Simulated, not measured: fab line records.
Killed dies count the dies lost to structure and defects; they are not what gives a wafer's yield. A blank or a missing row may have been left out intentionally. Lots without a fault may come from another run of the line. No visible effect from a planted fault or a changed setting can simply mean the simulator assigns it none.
Problem report in the 8D (eight disciplines) form, filled by code	flow nand_harc	the parts of the form that need people (team, actions taken, sign-off) are left out

## 1. WHAT WENT WRONG
At NHARC_END_SORT_01, killed_at_array averages 254 over 2 wafers from 2 lots, while fault-free wafers read 65, standard deviation 19. Measured from the usual mean, that is +10 standard deviations.
First observed at day 29 05:41: wafer L100.3, on prober-01. The record has a number at this step for 6 wafers belonging to 2 lots. Rule for "out" (also "out of limits"): further than 4 standard deviations from the usual mean. The rest of the wafers with a number are treated as sound.

## 2. WHAT THIS IS AND IS NOT
question	is	is not
which readings at this step	killed_at_array, killed_dies	killed_at_other, killed_at_periphery, killed_open, killed_short
which lots	L100, L101	-
which wafers of those lots	L100.3, L101.5	L100.2, L100.4, L101.1, L101.6
read on which gauges	prober-01, prober-02	-
when	from day 29 05:41	up to then (1 sound wafer); but 3 sound wafers of L100, L101 came after

## 3. THE SUSPECTS, EACH WITH WHAT RULES IT OUT
Counting: a tool at a process step up to the reading stays a suspect if it ran every lot that is out. Sound lots after the first of them don't rule it out here, since some wafers of a struck lot are sound.
- ruled out: the gauge at NHARC_END_SORT_01. 2 gauges (prober-01, prober-02) read the wafers that are out.
- cmp-02 at NHARC_A_STAIRCASE_CMP_450 (polishes SiO2, target thk 200 nm): kept. It ran every lot that is out, first L100 (day 23 21:27).
- cmp-01 at NHARC_THIN_TSV_CMP_21 (polishes, t overpolish 30 s, target thk 2000 nm): kept. It ran every lot that is out, first L100 (day 28 17:29).
- At NHARC_A_STAIRCASE_CMP_450, inside cmp-02: chamber 1 took the wafers that are out, while their sound lot-mates went through chambers 0, 2.
The count leaves cmp-01 at NHARC_THIN_TSV_CMP_21 and cmp-02 at NHARC_A_STAIRCASE_CMP_450.

## 4. THE CAUSE (what the simulator had put in)
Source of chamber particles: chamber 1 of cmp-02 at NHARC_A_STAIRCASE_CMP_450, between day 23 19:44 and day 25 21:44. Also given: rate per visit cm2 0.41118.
After counting, 2 suspects remain, this tool included.

## 5. THE CHAIN OF EFFECTS, in route order
Rows list readings where the struck wafers' mean (over those with a number) sits beyond 3 standard deviations from the usual. Only readings whose record carries a usual standard deviation are examined. hours: median over the lots of the time between each lot's start at the first step of this table that gives one and its start at this step. sigmas: the change, counted in usual standard deviations.
hours	step	reading	usual	on struck wafers	change	sigmas
0	NHARC_END_SORT_01	killed_at_array	65	254	+190	+10
0	NHARC_END_SORT_01	killed_dies	69	256	+188	+9.9

## 6. HOW IT WOULD HAVE BEEN CAUGHT EARLIER
In this record the first reading out of limits at a measuring or inspecting step was taken at day 29 05:41, 130 hours after the fault began at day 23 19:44.
No tool reading at NHARC_A_STAIRCASE_CMP_450 that has a usual standard deviation in the record was out on any struck wafer, so an alarm limit of 4 standard deviations on those readings would not have fired.
Lots out: 2; all had begun NHARC_A_STAIRCASE_CMP_450 on cmp-02 by day 29 05:41. Holding the tool at that point would not have protected any of them.
